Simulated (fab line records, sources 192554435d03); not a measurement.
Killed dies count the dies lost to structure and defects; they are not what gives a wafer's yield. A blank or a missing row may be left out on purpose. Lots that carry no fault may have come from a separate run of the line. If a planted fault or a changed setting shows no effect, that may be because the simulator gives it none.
fab line records    flow n5_finfet
record lots=4  wafers=12  last_day=18
route steps=1938 shown BEOL_M0_SAQP@687 BEOL_M4@1111 PASSIVATION@1936
lots that met no fault: taken from a fault-free run of the same line
start_h: the number of hours between the record's first day and the start of the first shown wafer of the lot    wait_h: hours from the lot's prior step to this one    " as in the row above    L1.1+2: a row that stands for several wafers    - no value, or no start given    * or withheld: withheld    < > ~ a bound
route shown NAME@n: a module of which the file shows steps, and the number in the route of the first    usual: average and standard deviation across the fault-free wafers    same: alike in all rows    chamber/n: place in a boat    sites: readings site by site    _std_site: standard deviation across them    _edge_site: the outer-site mean with the inner-site mean subtracted    radius_mm: for every site, how far away it sits from the centre of the wafer    mask NAME#n: copy n    behind: the most recent tool/chamber to have shaped the wafer    hold: what put the lot on hold/how long, in hours/how the hold closed    device: the transistor (n, p or np) that didn't switch    end of line: tests run on the same wafers once the route is complete    step lacking rows: just its recipe    killed: count of dies lost to structure and defects at first sort (not the wafer's yield)    map: a wafer's dies, x killed, . not, _ none there
set.NAME: the setting that was run; set.NAME@STEP: the one run at that earlier step    model.NAME: the simulator's own value behind a step, which no gauge read
a table for each step, a row for each wafer; lots at some steps of the route
services: a tool's chamber out of use, with start hour (start_h, from the record's first day; less than 0 if before it), hours out, and reason
## steps
# step N5_BEOL_M0_SAQP_PEB_38
# recipe peb_temp_c=100  peb_time_s=60  resist=CAR-EUV
# step N5_BEOL_M0_SAQP_DEVELOP_39
# recipe develop_time_s=30  developer=TMAH  resist=CAR-EUV  rinse_liquid=surfactant_rinse  dry=air_spin  dev_temp_c=23
# step N5_BEOL_M0_SAQP_DESCUM_45
# recipe chemistry=O2  time_s=7  source_power_w=50  bias_power_w=20  pressure_mtorr=20  rf_frequency_hz=2.712e+07  temp_c=40  resist=CAR-EUV  o2_flow_sccm=225
# step N5_BEOL_M0_SAQP_ETCH_88
# recipe chemistry=N2/H2  target=underlayer  target_depth_a=65  time_s=5.2  ion_energy_ev=200  mask_material=CAR-EUV  pressure_mtorr=30  source_w=840  bias_w=150  n2_flow_sccm=200  h2_flow_sccm=200  ends=cleared
# step N5_BEOL_M0_SAQP_ETCH_73
# recipe chemistry=CF4  target=SiARC  target_depth_a=195  mask_material=CAR-EUV  time_s=32.5  ion_energy_ev=80  pressure_mtorr=40  source_w=545  bias_w=36  Ar_flow_sccm=100  cf4_flow_sccm=100  ends=cleared
# step N5_BEOL_M0_SAQP_CUT_ETCH_46
# recipe chemistry=N2/H2  target=SOC  target_depth_a=1350  overetch_a=270  temp_c=40  time_s=202.5  ion_energy_ev=200  mask_material=SiARC  pressure_mtorr=30  source_w=840  bias_w=150  n2_flow_sccm=200  h2_flow_sccm=200
# step N5_BEOL_M0_SAQP_STRIP_74
# recipe chemistry=N2/H2  temp_c=40  n2_flow_sccm=200  h2_flow_sccm=200  rf_frequency_hz=6e+07
# step N5_BEOL_M0_SAQP_STRIP_89
# recipe chemistry=N2/H2  temp_c=40  n2_flow_sccm=200  h2_flow_sccm=200  rf_frequency_hz=6e+07
# step N5_BEOL_M0_SAQP_ALD_48
# recipe material=SiO2  target_thk_a=200  temp_c=100  ald_precursor_family=BDEAS  ald_co_reactant=O2-plasma  pulse_time_s=1  co_reactant_pulse_time_s=1  purge_time_s=2  co_reactant_purge_time_s=2  ald_cycles=139  pressure_torr=2
# step N5_BEOL_M0_SAQP_ETCH_49
# recipe chemistry=CF4/O2  target_depth_a=370  target=SiO2  pressure_mtorr=40  source_w=535  bias_w=49  Ar_flow_sccm=100  cf4_flow_sccm=100  O2_flow_sccm=10  ion_energy_ev=100
# usual O2_flow_sccm=9.99/0.03  bias_w=49.03/0.15  chamber_pressure_mTorr=39.99/0.034  drypump_motor_current_A=5.7/0.41  oes_product_au=0.79/0.063  rf_vpp_V=241/5  showerhead_plenum_p_Torr=2.20/0.079  throttle_valve_pct=15.82/0.16
lot.wafer  tool         chamber  start_h  wait_h  O2_flow_sccm  bias_w  chamber_pressure_mTorr  drypump_motor_current_A  oes_product_au  rf_hours_counter_h  rf_vpp_V  showerhead_plenum_p_Torr  throttle_valve_pct  model.SOC_of_BEOL_M0_SAQP_COAT_69.thk_nm  model.BEOL_M0_SAQP.feature_depth_nm  model.SiO2_of_BEOL_M0_SAQP_ALD_48.thk_nm
L896.2     rie_diel-06  0        128.81   0.3     -             -       -                       -                        -               -                   -         -                         -                   90.2                                      29.2                                 20
L896.4     "            2        "        "       -             -       -                       -                        -               -                   -         -                         -                   90.2                                      30.2                                 20
L896.6     "            2        "        "       -             -       -                       -                        -               -                   -         -                         -                   90.2                                      30.2                                 20
L897.1     rie_diel-03  3        134.38   0.3     -             -       -                       -                        -               -                   -         -                         -                   90.4                                      31                                   20
L897.3     "            0        "        "       -             -       -                       -                        -               -                   -         -                         -                   90.4                                      30.4                                 20
L897.6     "            0        "        "       -             -       -                       -                        -               -                   -         -                         -                   90.2                                      29.6                                 20
L908.2     rie_diel-05  1        202.99   0.3     10.00         49.16   39.99                   6.5                      0.91            10                  247       2.16                      15.58               70.6                                      36.6                                 15
L908.5     "            2        "        "       10.00         49.04   39.94                   4.8                      0.86            -                   237       2.25                      15.72               70.2                                      37.2                                 14.4
L908.6     "            1        "        "       10.00         48.91   39.99                   6.5                      0.91            -                   246       2.16                      15.60               70.6                                      36.6                                 15
L915.2     rie_diel-06  3        250.42   0.3     10.03         49.10   39.96                   5.7                      0.73            177                 248       2.29                      15.88               71.2                                      36.6                                 15
L915.4     "            2        "        "       9.98          49.23   39.98                   6.0                      0.77            129                 235       2.22                      16.06               70.6                                      37.2                                 14.4
L915.6     "            0        "        "       10.01         48.86   39.97                   5.9                      0.73            -                   245       2.28                      15.78               71.2                                      36.4                                 15.2
# step N5_BEOL_M0_SAQP_STRIP_75
# recipe chemistry=CF4  resist=SiARC  power_w=300  bias_power_w=75  pressure_mtorr=50  cf4_flow_sccm=150  rf_frequency_hz=6e+07
# usual chamber_pressure_mTorr=50.00/0.044  drypump_motor_current_A=5.7/0.41  oes_product_au=0.182/0.014  rf_vpp_V=271.0/1.6  showerhead_plenum_p_Torr=1.80/0.062  throttle_valve_pct=13.56/0.17
lot.wafer  tool         chamber  start_h  wait_h  chamber_pressure_mTorr  drypump_motor_current_A  oes_product_au  rf_hours_counter_h  rf_vpp_V  showerhead_plenum_p_Torr  throttle_valve_pct  model.SiO2_of_BEOL_M0_SAQP_ALD_48.thk_nm
L896.2     rie_diel-06  0        128.91   0.1     50.04                   5.9                      0.751           146                 272.5     1.88                      13.52               19.6
L896.4     "            2        "        "       50.11                   6.1                      0.778           95                  271.6     1.81                      13.67               19.6
L896.6     "            2        "        "       49.97                   6.1                      0.781           -                   274.7     1.81                      13.66               19.6
L897.1     rie_diel-03  3        134.48   0.1     49.94                   5.1                      0.831           75                  273.4     1.89                      13.53               19.6
L897.3     "            0        "        "       50.07                   5.5                      0.752           149                 272.8     1.80                      13.48               19.8
L897.6     "            0        "        "       49.94                   5.5                      0.753           -                   271.6     1.80                      13.47               19.8
L908.2     rie_diel-05  1        203.09   0.1     50.00                   6.5                      0.211           10                  270.6     1.76                      13.26               14.8
L908.5     "            2        "        "       50.04                   4.9                      0.199           -                   271.3     1.82                      13.42               14.2
L908.6     "            1        "        "       49.98                   6.5                      0.218           -                   269.8     1.76                      13.26               14.8
L915.2     rie_diel-06  3        250.52   0.1     49.98                   5.7                      0.170           177                 271.5     1.85                      13.61               14.8
L915.4     "            2        "        "       49.94                   6.0                      0.173           129                 272.2     1.80                      13.76               14
L915.6     "            0        "        "       49.97                   5.9                      0.175           -                   273.3     1.87                      13.60               14.8
# step N5_BEOL_M4_RC_MEAS_101
# usual DIBL_N=36.7/1.8  DIBL_P=37.0/2.4  IOFF_N=0.17/0.036  IOFF_P=0.22/0.042  ION_N=673/12  ION_P=462/8.5  SS_N=71.7/0.62  SS_P=73.4/0.65  VT_N=250/3.7  VT_P=-250/3.7
lot.wafer  tool       chamber  start_h  wait_h  DIBL_N[mV/V]  DIBL_P[mV/V]  IOFF_N[nA/um]  IOFF_P[nA/um]  ION_N[uA/um]  ION_P[uA/um]  SS_N[mV/dec]  SS_P[mV/dec]  VT_N[mV]  VT_P[mV]
L908.2     prober-02  0        270.03   0.2     39.2          42.2          0.26           0.34           694           479           71.5          74.5          244       -242
L908.5     "          0        "        "       38.5          41.4          0.24           0.31           704           479           72.3          73.5          242       -242
L908.6     "          0        "        "       38.1          39.3          0.20           0.28           684           472           71.8          73.9          247       -245
L915.2     prober-02  0        330.89   0.2     34.9          35.7          0.13           0.21           667           469           71.4          72.5          251       -250
L915.4     "          0        "        "       36.9          37.2          0.17           0.22           665           455           72.2          73.6          252       -251
L915.6     "          0        "        "       37.0          38.2          0.18           0.25           678           473           72.4          72.9          250       -250
# step N5_PASSIVATION_PROBE_49
# usual defect_limited_yield=91.1/1.4  killed_at_M0_to_M3=32/9.3  killed_at_M4_up=13/5.8  killed_at_contacts=12/6.3  killed_at_front_end=44/12  killed_at_other=3.6/2.7  killed_dies=104/17  killed_on_rim=14/3.9  killed_open=69/13  killed_short=34/6.9  sort_bin_4_leakage=0.00/0.031  sort_bin_5_function=5.2/0.98  sort_bin_6_memory=3.3/0.59  sort_n_pass=1075/17  sort_yield_pct=91.1/1.4
# same gross_dies=1180  killed_at_back_side=0  sort_bin_8_speed[%]=0
lot.wafer  tool       chamber  start_h  wait_h  defect_limited_yield[%]  killed_at_M0_to_M3  killed_at_M4_up  killed_at_contacts  killed_at_front_end  killed_at_other  killed_dies  killed_on_rim  killed_open  killed_short  sort_bin_4_leakage[%]  sort_bin_5_function[%]  sort_bin_6_memory[%]  sort_n_pass  sort_yield_pct[%]
L896.2     prober-02  -        318.97   0.1     0                        1116                13               1                   44                   6                1180         152            71           37            0                      96.1                    3.3                   0            0
L896.4     prober-02  -        319.07   0.2     0                        1106                4                4                   61                   5                1180         152            67           40            0                      95.5                    3.6                   0            0
L896.6     prober-02  -        319.17   0.3     0                        1139                5                5                   28                   3                1180         152            44           29            0                      97.7                    2.0                   0            0
L897.1     prober-01  -        332.36   0.0     0                        1102                21               5                   48                   4                1180         152            81           33            0                      95.8                    3.6                   0            0
L897.3     prober-01  -        332.46   0.1     0                        1121                13               9                   36                   1                1180         152            44           36            0                      96.8                    2.9                   0            0
L897.6     prober-01  -        332.61   0.3     0                        1110                15               7                   46                   2                1180         152            77           27            0                      96.2                    3.5                   0            0
# killed by level:class
L896.2 BEOL_M0_SAQP:area_etch=1071 BEOL_M3:geometric_particle:open=14 STI_FIN_REVEAL:geometric_particle:open=11 BEOL_M2:geometric_particle:open=10 BEOL_M3:geometric_particle:short=9 FIN_SAQP:geometric_particle:open=8 BEOL_M4:geometric_particle:open=7 FIN_SAQP:geometric_particle:short=5
L896.4 BEOL_M0_SAQP:area_etch=1073 STI_FIN_REVEAL:geometric_particle:open=16 FIN_SAQP:geometric_particle:open=12 BEOL_M0_SAQP:geometric_particle:short=11 BEOL_M1:geometric_particle:open=8 FIN_SAQP:geometric_particle:short=7 BEOL_M3:geometric_particle:open=6 BEOL_M0_SAQP:geometric_particle:open=5
L896.6 BEOL_M0_SAQP:area_etch=1106 BEOL_M3:geometric_particle:open=14 FIN_SAQP:geometric_particle:short=7 BEOL_M0_SAQP:geometric_particle:short=7 BEOL_M0_SAQP:geometric_particle:open=6 ILD0:geometric_particle:short=5 FIN_SAQP:geometric_particle:open=4 MOL_CONTACT_COAG:geometric_particle:open=4
L897.1 BEOL_M0_SAQP:area_etch=1063 FIN_SAQP:geometric_particle:open=10 BEOL_M0_SAQP:geometric_particle:open=10 STI_FIN_REVEAL:geometric_particle:open=9 DUMMY_GATE:geometric_particle:open=9 BEOL_M1:geometric_particle:open=9 BEOL_M4:geometric_particle:open=8 FIN_SAQP:geometric_particle:short=7
L897.3 BEOL_M0_SAQP:area_etch=1098 FIN_SAQP:geometric_particle:open=10 FIN_SAQP:geometric_particle:short=8 BEOL_M0_SAQP:geometric_particle:short=7 GATE_CUT:geometric_particle:short=7 MOL_CONTACT_COAG:geometric_particle:open=6 BEOL_M0_SAQP:geometric_particle:open=5 STI_FIN_REVEAL:geometric_particle:open=4
L897.6 BEOL_M0_SAQP:area_etch=1075 FIN_SAQP:geometric_particle:open=12 STI_FIN_REVEAL:geometric_particle:open=11 BEOL_M1:geometric_particle:open=11 BEOL_M4:geometric_particle:open=8 DUMMY_GATE:geometric_particle:open=6 BEOL_M0_SAQP:geometric_particle:short=6 FIN_SAQP:geometric_particle:short=5
# map L896.2 (x killed, . not)
_________________xxxxxxxxxxxx________________
______________xxxxxxxxxxxxxxxxxx_____________
___________xxxxxxxxxxxxxxxxxxxxxxxx__________
__________xxxxxxxxxxxxxxxxxxxxxxxxxx_________
________xxxxxxxxxxxxxxxxxxxxxxxxxxxxxx_______
_______xxxxxxxxxxxxxxxxxxxxxxxxxxxxxxxx______
______xxxxxxxxxxxxxxxxxxxxxxxxxxxxxxxxxx_____
_____xxxxxxxxxxxxxxxxxxxxxxxxxxxxxxxxxxxx____
____xxxxxxxxxxxxxxxxxxxxxxxxxxxxxxxxxxxxxx___
___xxxxxxxxxxxxxxxxxxxxxxxxxxxxxxxxxxxxxxxx__
___xxxxxxxxxxxxxxxxxxxxxxxxxxxxxxxxxxxxxxxx__
__xxxxxxxxxxxxxxxxxxxxxxxxxxxxxxxxxxxxxxxxxx_
__xxxxxxxxxxxxxxxxxxxxxxxxxxxxxxxxxxxxxxxxxx_
_xxxxxxxxxxxxxxxxxxxxxxxxxxxxxxxxxxxxxxxxxxxx
_xxxxxxxxxxxxxxxxxxxxxxxxxxxxxxxxxxxxxxxxxxxx
_xxxxxxxxxxxxxxxxxxxxxxxxxxxxxxxxxxxxxxxxxxxx
_xxxxxxxxxxxxxxxxxxxxxxxxxxxxxxxxxxxxxxxxxxxx
_xxxxxxxxxxxxxxxxxxxxxxxxxxxxxxxxxxxxxxxxxxxx
_xxxxxxxxxxxxxxxxxxxxxxxxxxxxxxxxxxxxxxxxxxxx
_xxxxxxxxxxxxxxxxxxxxxxxxxxxxxxxxxxxxxxxxxxxx
_xxxxxxxxxxxxxxxxxxxxxxxxxxxxxxxxxxxxxxxxxxxx
__xxxxxxxxxxxxxxxxxxxxxxxxxxxxxxxxxxxxxxxxxx_
__xxxxxxxxxxxxxxxxxxxxxxxxxxxxxxxxxxxxxxxxxx_
___xxxxxxxxxxxxxxxxxxxxxxxxxxxxxxxxxxxxxxxx__
___xxxxxxxxxxxxxxxxxxxxxxxxxxxxxxxxxxxxxxxx__
____xxxxxxxxxxxxxxxxxxxxxxxxxxxxxxxxxxxxxx___
_____xxxxxxxxxxxxxxxxxxxxxxxxxxxxxxxxxxxx____
______xxxxxxxxxxxxxxxxxxxxxxxxxxxxxxxxxx_____
_______xxxxxxxxxxxxxxxxxxxxxxxxxxxxxxxx______
________xxxxxxxxxxxxxxxxxxxxxxxxxxxxxx_______
__________xxxxxxxxxxxxxxxxxxxxxxxxxx_________
___________xxxxxxxxxxxxxxxxxxxxxxxx__________
______________xxxxxxxxxxxxxxxxxx_____________
_________________xxxxxxxxxxxx________________
# map L897.1 (x killed, . not)
_________________xxxxxxxxxxxx________________
______________xxxxxxxxxxxxxxxxxx_____________
___________xxxxxxxxxxxxxxxxxxxxxxxx__________
__________xxxxxxxxxxxxxxxxxxxxxxxxxx_________
________xxxxxxxxxxxxxxxxxxxxxxxxxxxxxx_______
_______xxxxxxxxxxxxxxxxxxxxxxxxxxxxxxxx______
______xxxxxxxxxxxxxxxxxxxxxxxxxxxxxxxxxx_____
_____xxxxxxxxxxxxxxxxxxxxxxxxxxxxxxxxxxxx____
____xxxxxxxxxxxxxxxxxxxxxxxxxxxxxxxxxxxxxx___
___xxxxxxxxxxxxxxxxxxxxxxxxxxxxxxxxxxxxxxxx__
___xxxxxxxxxxxxxxxxxxxxxxxxxxxxxxxxxxxxxxxx__
__xxxxxxxxxxxxxxxxxxxxxxxxxxxxxxxxxxxxxxxxxx_
__xxxxxxxxxxxxxxxxxxxxxxxxxxxxxxxxxxxxxxxxxx_
_xxxxxxxxxxxxxxxxxxxxxxxxxxxxxxxxxxxxxxxxxxxx
_xxxxxxxxxxxxxxxxxxxxxxxxxxxxxxxxxxxxxxxxxxxx
_xxxxxxxxxxxxxxxxxxxxxxxxxxxxxxxxxxxxxxxxxxxx
_xxxxxxxxxxxxxxxxxxxxxxxxxxxxxxxxxxxxxxxxxxxx
_xxxxxxxxxxxxxxxxxxxxxxxxxxxxxxxxxxxxxxxxxxxx
_xxxxxxxxxxxxxxxxxxxxxxxxxxxxxxxxxxxxxxxxxxxx
_xxxxxxxxxxxxxxxxxxxxxxxxxxxxxxxxxxxxxxxxxxxx
_xxxxxxxxxxxxxxxxxxxxxxxxxxxxxxxxxxxxxxxxxxxx
__xxxxxxxxxxxxxxxxxxxxxxxxxxxxxxxxxxxxxxxxxx_
__xxxxxxxxxxxxxxxxxxxxxxxxxxxxxxxxxxxxxxxxxx_
___xxxxxxxxxxxxxxxxxxxxxxxxxxxxxxxxxxxxxxxx__
___xxxxxxxxxxxxxxxxxxxxxxxxxxxxxxxxxxxxxxxx__
____xxxxxxxxxxxxxxxxxxxxxxxxxxxxxxxxxxxxxx___
_____xxxxxxxxxxxxxxxxxxxxxxxxxxxxxxxxxxxx____
______xxxxxxxxxxxxxxxxxxxxxxxxxxxxxxxxxx_____
_______xxxxxxxxxxxxxxxxxxxxxxxxxxxxxxxx______
________xxxxxxxxxxxxxxxxxxxxxxxxxxxxxx_______
__________xxxxxxxxxxxxxxxxxxxxxxxxxx_________
___________xxxxxxxxxxxxxxxxxxxxxxxx__________
______________xxxxxxxxxxxxxxxxxx_____________
_________________xxxxxxxxxxxx________________
## services
tool         chamber  start_h  hours  kind
rie_diel-05  1        134.88   12.3   repair
rie_diel-06  1        142.70   5.8    repair
rie_diel-05  1        150.32   -      clean
rie_diel-05  1        150.32   -      consumable_replace:focus_ring
rie_diel-05  1        150.32   18.0   scheduled_down
rie_diel-05  1        150.32   18.0   vent_cycle
rie_diel-06  2        160.23   3.0    repair
rie_diel-05  -        171.20   2.8    pm
rie_diel-06  -        190.75   2.8    pm
rie_diel-05  0        192.21   5.8    repair
rie_diel-05  -        195.70   0.7    repair
rie_diel-03  2        225.59   2.0    repair
rie_diel-05  0        241.22   3.8    repair
## key
first_sign step=N5_BEOL_M0_SAQP_ETCH_49  reading=tool_record  direction=missing
effect step=N5_BEOL_M0_SAQP_STRIP_75  reading=oes_product_au  direction=up  sigmas=41  usual=0.182  struck=0.774
effect step=N5_PASSIVATION_PROBE_49  reading=killed_at_M0_to_M3  direction=up  sigmas=99+  usual=32  struck=1116
model_effect step=N5_BEOL_M0_SAQP_ETCH_49  value=SOC_of_BEOL_M0_SAQP_COAT_69.thk_nm  without=70.8  struck=90.27
model_effect step=N5_BEOL_M0_SAQP_STRIP_75  value=SiO2_of_BEOL_M0_SAQP_ALD_48.thk_nm  without=14.13  struck=19.67
more_kills_born_at N5_BEOL_M0_SAQP_ETCH_49@rie_diel-06=3250  N5_BEOL_M0_SAQP_ETCH_49@rie_diel-03=3236
met_at N5_BEOL_M0_SAQP_ETCH_49
struck_wafers L896.2,L896.4,L896.6,L897.1,L897.3,L897.6
later_rows_left_out L896.2,L896.4,L896.6,L897.1,L897.3,L897.6
fault kind=skipped_step_whole  tool=rie_diel-03,rie_diel-06  chamber=-  onset_h=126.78  steps=N5_BEOL_M0_SAQP_ETCH_49  scope=struck_lots_only
# later_rows_left_out: the simulator's readings of these wafers behind a module that went badly wrong aren't trusted and aren't shown, but for the sort
